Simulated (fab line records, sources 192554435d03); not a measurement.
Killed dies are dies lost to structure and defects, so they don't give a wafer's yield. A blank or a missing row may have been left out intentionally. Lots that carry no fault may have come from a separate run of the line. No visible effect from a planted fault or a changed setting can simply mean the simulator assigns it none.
Matching of chambers	flow n5Finfet	N5_HKMG_FIN_HK_ALD_01 on aldHk-01 has 4 sister chambers
The step deposits HfO2, target thk 1.6 nm, pulse time 3 s, purge time 3 s. 4 wafers are shown with their chamber, then 10 later ones without.

== WAFERS, EACH WITH ITS CHAMBER ==
wafer	chamber	precursorPulseHeightRel
L092.1	3	0.989
L092.3	2	1.000
L092.4	1	0.986
L092.5	0	1.006

== WAFERS WHOSE CHAMBER IS MISSING ==
wafer	precursorPulseHeightRel
L092.6	1.035
L094.4	1.014
L094.5	1.016
L094.6	1.017
L097.1	0.969
L097.2	1.023
L097.3	0.986
L097.4	1.007
L097.5	0.975
L097.6	0.984

== THE CHAMBER EACH PASSED THROUGH ==
wafer	from the rows above	in truth
L092.6	can't be placed: 0 or 2 or 3 or 1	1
L094.4	can't be placed: 0 or 2 or 3 or 1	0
L094.5	can't be placed: 0 or 2 or 3 or 1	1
L094.6	can't be placed: 0 or 2 or 3 or 1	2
L097.1	can't be placed: 1 or 3 or 2 or 0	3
L097.2	can't be placed: 0 or 2 or 3 or 1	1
L097.3	can't be placed: 1 or 3 or 2 or 0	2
L097.4	can't be placed: 0 or 2 or 3 or 1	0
L097.5	can't be placed: 1 or 3 or 2 or 0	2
L097.6	can't be placed: 1 or 3 or 2 or 0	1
Correct placement for 0 of the 10. Not placeable from these rows: 10 (in 10, the candidates include the true chamber). Number placed wrongly: 0.
How it was worked out, from the rows above alone: a wafer's distance from a chamber is the root of the sum, over the readings, of the square of ((its reading less the chamber's mean) divided by the reading's scatter). The wafer belongs to the nearest chamber; if the next one is less than 2 further off, it can't be placed. For every chamber, the mean is computed from those of its wafers that are shown. The scatter: root of mean squared gap, hidden wafer to nearest shown wafer, with one shown wafer a chamber.
